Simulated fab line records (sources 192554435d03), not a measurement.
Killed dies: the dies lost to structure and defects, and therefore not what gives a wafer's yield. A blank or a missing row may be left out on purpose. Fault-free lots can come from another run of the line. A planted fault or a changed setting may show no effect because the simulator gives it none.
fab line records -- flow n5Finfet -- part 2 of 2: steps 5 to 6 of 6
record lots=23, wafers=69, lastDay=17
route steps=1938 shown SD_EPI_P@304 SDB@360 HKMG_FIN@401
lots that met no fault: from a run of the same line without faults
startH: the number of hours between the record's first day and the start of the first shown wafer of the lot -- waitH: time in hours since the lot's previous step -- " unchanged from the row above -- L1.1+2: a row that stands for several wafers -- - no value, or no start given -- * or withheld: withheld -- < > ~ a bound
route shown NAME@n: a module of which the file shows steps, and the number in the route of the first -- usual: mean and standard deviation over wafers with no fault -- same: alike in all rows -- chamber/n: place in a boat -- sites: per-site readings -- _std_site: how widely they spread, as a standard deviation -- _edge_site: outer sites' mean less inner sites' -- radiusMm: how far each site lies from the wafer's centre -- mask NAME#n: copy n -- behind: the most recent tool/chamber to have shaped the wafer -- hold: why the lot went on hold/how many hours it stayed there/how the hold came to an end -- device: the n, p or np transistor that did not switch -- end of line: tests of these same wafers at the route's end -- where a step has no rows: the recipe by itself -- killed: count of dies lost to structure and defects at first sort (not the wafer's yield) -- map: shows each die of a wafer: x if killed, . if not, _ if none is there
set.NAME: the setting the step ran with; set.NAME@STEP: the setting that earlier step ran with -- model.NAME: the simulator's own value behind a step, which no gauge read
one table for each step of the route and one row for each wafer, over a sample of lots
services: a tool's chamber out of use, with start hour (startH, from the record's first day; less than 0 if before it), hours out, and reason
## steps
# step N5_SDB_INSPECT_36
# recipe inspectInstrument=darkfield, mode=postCmp
# usual rawDefectCount=37/20
lot.wafer,tool,chamber,startH,waitH,rawDefectCount
L074.3,defectInspect-01,-,70.83,0.0,22
L074.4,defectInspect-01,-,70.83,0.0,12
L074.5,defectInspect-01,-,70.83,0.0,13
L075.2,defectInspect-02,-,74.63,0.0,24
L075.4,defectInspect-02,-,74.63,0.0,17
L075.6,defectInspect-02,-,74.63,0.0,15
L076.2,defectInspect-02,-,84.95,0.0,22
L076.5,defectInspect-02,-,84.95,0.0,21
L076.6,defectInspect-02,-,84.95,0.0,41
L077.1,defectInspect-01,-,85.91,0.0,25
L077.2,defectInspect-01,-,85.91,0.0,30
L077.5,defectInspect-01,-,85.91,0.0,34
L078.1,defectInspect-02,-,95.01,0.0,107
L078.2,defectInspect-02,-,95.01,0.0,73
L078.6,defectInspect-02,-,95.01,0.0,78
L079.1,defectInspect-01,-,98.30,0.0,27
L079.4,defectInspect-01,-,98.30,0.0,57
L079.5,defectInspect-01,-,98.30,0.0,36
L080.1,defectInspect-01,-,104.00,0.0,42
L080.3,defectInspect-01,-,104.00,0.0,66
L080.5,defectInspect-01,-,104.00,0.0,38
L081.2,defectInspect-01,-,111.98,0.0,46
L081.4,defectInspect-01,-,111.98,0.0,35
L081.6,defectInspect-01,-,111.98,0.0,44
L082.1,defectInspect-02,-,125.52,0.0,68
L082.2,defectInspect-02,-,125.52,0.0,41
L082.6,defectInspect-02,-,125.52,0.0,30
L083.3,defectInspect-02,-,129.03,0.0,12
L083.5,defectInspect-02,-,129.03,0.0,15
L083.6,defectInspect-02,-,129.03,0.0,17
L085.1,defectInspect-02,-,135.24,0.0,25
L085.3,defectInspect-02,-,135.24,0.0,23
L085.6,defectInspect-02,-,135.24,0.0,19
L086.1,defectInspect-02,-,145.42,0.0,38
L086.2,defectInspect-02,-,145.42,0.0,55
L086.5,defectInspect-02,-,145.42,0.0,58
L087.1,defectInspect-01,-,149.52,0.0,17
L087.4,defectInspect-01,-,149.52,0.0,25
L087.6,defectInspect-01,-,149.52,0.0,12
L088.1,defectInspect-02,-,152.28,0.0,26
L088.3,defectInspect-02,-,152.28,0.0,37
L088.6,defectInspect-02,-,152.28,0.0,27
L089.2,defectInspect-02,-,159.77,0.0,63
L089.5,defectInspect-02,-,159.77,0.0,25
L089.6,defectInspect-02,-,159.77,0.0,63
L090.2,defectInspect-01,-,165.13,0.0,98
L090.5,defectInspect-01,-,165.13,0.0,57
L090.6,defectInspect-01,-,165.13,0.0,47
L091.4,defectInspect-02,-,172.18,0.0,35
L091.5,defectInspect-02,-,172.18,0.0,51
L091.6,defectInspect-02,-,172.18,0.0,28
L092.2,defectInspect-02,-,179.33,0.0,40
L092.3,defectInspect-02,-,179.33,0.0,38
L092.5,defectInspect-02,-,179.33,0.0,45
L093.3,defectInspect-01,-,184.11,0.0,31
L093.5,defectInspect-01,-,184.11,0.0,30
L093.6,defectInspect-01,-,184.11,0.0,41
L094.1,defectInspect-02,-,191.46,0.0,77
L094.3,defectInspect-02,-,191.46,0.0,29
L094.5,defectInspect-02,-,191.46,0.0,45
L095.3,defectInspect-01,-,195.23,0.0,23
L095.4,defectInspect-01,-,195.23,0.0,19
L095.5,defectInspect-01,-,195.23,0.0,32
L096.3,defectInspect-01,-,204.06,0.0,29
L096.5,defectInspect-01,-,204.06,0.0,24
L096.6,defectInspect-01,-,204.06,0.0,21
L097.1,defectInspect-02,-,206.82,0.0,35
L097.2,defectInspect-02,-,206.82,0.0,25
L097.6,defectInspect-02,-,206.82,0.0,19
# step N5_HKMG_FIN_DESCUM_53
# recipe chemistry=O2, timeS=7.9, sourcePowerW=50, biasPowerW=20, pressureMtorr=20, rfFrequencyHz=2.712e+07, tempC=40, resist=CAR-ArF, o2FlowSccm=225
# usual drypumpMotorCurrentA=5.3/0.57, oesProductAu=0.75/0.088, rfVppV=242.8/1.3, showerheadPlenumPTorr=2.07/0.061, throttleValvePct=20.41/0.19
lot.wafer,tool,chamber,startH,waitH,drypumpMotorCurrentA,oesProductAu,rfHoursCounterH,rfVppV,showerheadPlenumPTorr,throttleValvePct
L074.3,rieDiel-01,0,72.43,0.0,4.9,0.68,232,242.1,2.06,20.40
L074.4,rieDiel-01,2,72.43,0.0,6.3,0.70,211,243.0,2.05,20.39
L074.5,rieDiel-01,0,72.43,0.0,4.9,0.68,-,243.6,2.06,20.39
L075.2,rieDiel-04,3,76.37,0.3,4.8,0.73,160,242.6,2.16,20.57
L075.4,rieDiel-04,2,76.37,0.3,5.3,0.74,151,241.0,2.04,20.42
L075.6,rieDiel-04,3,76.37,0.3,4.8,0.73,-,244.3,2.16,20.57
L076.2,rieDiel-04,1,86.45,0.0,5.4,0.69,222,243.1,2.00,20.50
L076.5,rieDiel-04,2,86.45,0.0,5.3,0.73,-,242.1,2.04,20.42
L076.6,rieDiel-04,3,86.45,0.0,4.8,0.73,-,245.5,2.16,20.57
L077.1,rieDiel-04,2,87.41,0.0,5.3,0.73,156,240.8,2.04,20.42
L077.2,rieDiel-04,1,87.41,0.0,5.4,0.69,223,241.1,2.00,20.50
L077.5,rieDiel-04,3,87.41,0.0,4.9,0.73,-,245.4,2.16,20.58
L078.1,rieDiel-05,1,96.63,0.0,6.4,0.77,137,242.4,2.01,20.39
L078.2,rieDiel-05,0,96.63,0.0,6.0,0.65,241,244.0,2.04,20.20
L078.6,rieDiel-05,2,96.63,0.0,5.2,0.89,-,243.3,2.14,20.04
L079.1,rieDiel-05,2,100.12,0.2,5.2,0.87,37,243.5,2.14,20.07
L079.4,rieDiel-05,1,100.12,0.2,6.4,0.77,138,240.4,2.01,20.40
L079.5,rieDiel-05,2,100.12,0.2,5.2,0.88,-,245.1,2.14,20.03
L080.1,rieDiel-05,3,106.34,0.7,4.9,0.76,158,242.2,2.02,20.59
L080.3,rieDiel-05,1,106.34,0.7,6.4,0.76,141,242.3,2.01,20.42
L080.5,rieDiel-05,1,106.34,0.7,6.4,0.75,-,242.8,2.01,20.42
L081.2,rieDiel-05,2,113.95,0.2,5.2,0.86,42,244.6,2.14,20.05
L081.4,rieDiel-05,1,113.95,0.2,6.4,0.76,144,241.4,2.01,20.42
L081.6,rieDiel-05,0,113.95,0.2,5.9,0.65,-,242.4,2.04,20.20
L082.1,rieDiel-04,0,128.08,0.7,5.5,0.69,232,243.7,2.03,20.63
L082.2,rieDiel-04,2,128.08,0.7,5.3,0.72,172,241.1,2.04,20.43
L082.6,rieDiel-04,3,128.08,0.7,4.9,0.71,-,243.7,2.15,20.59
L083.3,rieDiel-05,2,131.10,0.1,5.2,0.87,49,244.0,2.14,20.07
L083.5,rieDiel-05,2,131.10,0.1,5.2,0.86,-,243.1,2.14,20.06
L083.6,rieDiel-05,3,131.10,0.1,4.9,0.75,-,241.3,2.01,20.59
L085.1,rieDiel-04,3,136.86,0.0,4.9,0.71,184,245.5,2.15,20.60
L085.3,rieDiel-04,1,136.86,0.0,5.3,0.68,242,241.4,1.99,20.50
L085.6,rieDiel-04,2,136.86,0.0,5.3,0.72,-,241.8,2.04,20.45
L086.1,rieDiel-05,0,147.58,0.6,5.9,0.98,2,242.2,2.04,19.88
L086.2,rieDiel-05,1,147.58,0.6,6.4,0.75,162,241.2,2.00,20.45
L086.5,rieDiel-05,2,147.58,0.6,5.2,0.85,-,244.2,2.14,20.10
L087.1,rieDiel-05,1,151.20,0.1,6.4,0.74,163,242.8,2.00,20.45
L087.4,rieDiel-05,3,151.20,0.1,4.9,0.75,178,242.4,2.01,20.61
L087.6,rieDiel-05,3,151.20,0.1,4.8,0.75,-,239.3,2.01,20.62
L088.1,rieDiel-04,2,154.05,0.0,5.3,0.72,181,241.2,2.03,20.47
L088.3,rieDiel-04,3,154.05,0.0,4.9,0.70,190,244.0,2.15,20.63
L088.6,rieDiel-04,3,154.05,0.0,4.9,0.70,-,245.3,2.15,20.62
L089.2,rieDiel-01,0,161.48,0.0,4.9,0.96,3,242.1,2.05,20.22
L089.5,rieDiel-01,0,161.48,0.0,4.9,0.97,-,242.5,2.05,20.23
L089.6,rieDiel-01,1,161.48,0.0,4.7,0.73,-,244.5,2.16,20.52
L090.2,rieDiel-01,0,166.87,0.0,4.9,0.95,5,241.1,2.05,20.23
L090.5,rieDiel-01,3,166.87,0.0,4.9,0.67,-,243.3,2.07,20.38
L090.6,rieDiel-01,0,166.87,0.0,4.9,0.96,-,241.9,2.05,20.23
L091.4,rieDiel-04,3,174.51,0.7,4.9,0.70,-,243.4,2.15,20.62
L091.5,rieDiel-04,2,174.51,0.7,5.3,0.72,-,241.1,2.03,20.46
L091.6,rieDiel-04,0,174.51,0.7,5.5,0.67,-,242.5,2.03,20.64
L092.2,rieDiel-04,2,181.05,0.0,5.3,0.72,193,241.1,2.03,20.47
L092.3,rieDiel-04,3,181.05,0.0,4.8,0.69,202,245.3,2.15,20.64
L092.5,rieDiel-04,1,181.05,0.0,5.3,0.99,-,245.4,2.25,20.27
L093.3,rieDiel-01,2,185.73,0.0,6.3,0.68,243,242.6,2.04,20.43
L093.5,rieDiel-01,0,185.73,0.0,4.9,0.94,-,241.5,2.05,20.24
L093.6,rieDiel-01,1,185.73,0.0,4.7,0.72,-,241.8,2.16,20.53
L094.1,rieDiel-01,3,193.21,0.0,4.9,0.67,248,242.2,2.07,20.40
L094.3,rieDiel-01,1,193.21,0.0,4.7,0.72,201,244.6,2.15,20.54
L094.5,rieDiel-01,2,193.21,0.0,6.3,0.69,-,242.0,2.04,20.44
L095.3,rieDiel-05,3,197.39,0.4,4.8,0.72,193,241.9,2.01,20.63
L095.4,rieDiel-05,1,197.39,0.4,6.4,0.72,177,241.5,1.99,20.46
L095.5,rieDiel-05,2,197.39,0.4,5.2,0.83,-,243.7,2.13,20.11
L096.3,rieDiel-01,2,205.96,0.0,6.3,0.68,252,241.8,2.04,20.45
L096.5,rieDiel-01,2,205.96,0.0,6.3,0.69,-,242.9,2.04,20.44
L096.6,rieDiel-01,1,205.96,0.0,4.7,0.72,-,244.1,2.15,20.56
L097.1,rieDiel-01,0,208.64,0.0,4.9,0.91,22,242.4,2.04,20.26
L097.2,rieDiel-01,1,208.64,0.0,4.7,0.72,209,245.4,2.15,20.55
L097.6,rieDiel-01,2,208.64,0.0,6.3,0.69,-,243.0,2.04,20.45
## services
tool,chamber,startH,hours,kind
rieSi-05,-,38.59,4.3,pm
rieDiel-05,1,39.10,2.4,repair
rieSi-06,-,61.08,2.8,pm
rieDiel-05,-,71.46,0.8,repair
rieDiel-01,-,102.19,4.3,pm
rieDiel-01,2,107.31,5.2,repair
rieDiel-05,2,120.99,4.6,repair
rieDiel-01,0,141.86,-,clean
rieDiel-01,0,141.86,-,consumableReplace:focusRing
rieDiel-01,0,141.86,13.6,scheduledDown
rieDiel-01,0,141.86,13.6,ventCycle
rieDiel-04,1,152.74,6.5,repair
rieDiel-04,1,165.36,-,clean
rieDiel-04,1,165.36,-,consumableReplace:focusRing
rieDiel-04,1,165.36,-,consumableReplace:showerhead
rieDiel-04,1,165.36,12.3,scheduledDown
rieDiel-04,1,165.36,12.3,ventCycle
rieSi-06,1,176.28,1.5,repair
rieDiel-04,0,177.71,-,clean
rieDiel-04,0,177.71,-,consumableReplace:focusRing
rieDiel-04,0,177.71,25.2,scheduledDown
rieDiel-04,0,177.71,25.2,ventCycle
rieSi-02,1,189.61,11.2,repair
rieSi-05,3,196.14,6.5,repair
